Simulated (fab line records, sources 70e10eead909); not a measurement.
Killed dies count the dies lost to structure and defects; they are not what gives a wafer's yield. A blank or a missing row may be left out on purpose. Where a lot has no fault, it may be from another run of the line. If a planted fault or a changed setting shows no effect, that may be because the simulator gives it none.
Matching of chambers || flow nand_harc || NHARC_P_M2_DEP_33 on pecvd-01: 3 sister chambers
The step deposits SiCN, target thk 30 nm. 3 wafers are shown with their chamber, then 7 later ones without.

## WAFERS PAIRED WITH THEIR CHAMBERS
{"wafer": "L083.4", "chamber": 1, "heater_power_w (W)": 622}
{"wafer": "L088.3", "chamber": 0, "heater_power_w (W)": 660}
{"wafer": "L088.4", "chamber": 2, "heater_power_w (W)": 567}

## WAFERS WITHOUT THEIR CHAMBER
{"wafer": "L088.6", "heater_power_w (W)": 658}
{"wafer": "L089.1", "heater_power_w (W)": 636}
{"wafer": "L089.2", "heater_power_w (W)": 657}
{"wafer": "L089.6", "heater_power_w (W)": 635}
{"wafer": "L090.2", "heater_power_w (W)": 552}
{"wafer": "L090.3", "heater_power_w (W)": 570}
{"wafer": "L090.5", "heater_power_w (W)": 571}

## EACH ONE'S CHAMBER
{"wafer": "L088.6", "from the rows above": 0, "in truth": 0}
{"wafer": "L089.1", "from the rows above": "can't be placed: 1 or 0", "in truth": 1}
{"wafer": "L089.2", "from the rows above": 0, "in truth": 0}
{"wafer": "L089.6", "from the rows above": "can't be placed: 1 or 0", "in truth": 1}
{"wafer": "L090.2", "from the rows above": 2, "in truth": 2}
{"wafer": "L090.3", "from the rows above": 2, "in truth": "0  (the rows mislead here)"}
{"wafer": "L090.5", "from the rows above": 2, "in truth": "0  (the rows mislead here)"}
3 of 7 placed correctly. Cannot be placed on the basis of these rows: 2; the candidates contain the true chamber in 2. Placed wrongly: 2.
How it was worked out, from the rows above alone: a wafer's distance from a chamber is the root of the sum, over the readings, of the square of ((its reading less the chamber's mean) divided by the reading's scatter). If the next closest chamber is less than 2 further off than the closest, the wafer can't be placed; otherwise it belongs to the closest. Each chamber's mean is taken over the wafers shown for it. The scatter (one wafer shown for each chamber): square how far every hidden wafer sits from the nearest shown wafer, average those squares and take the square root.
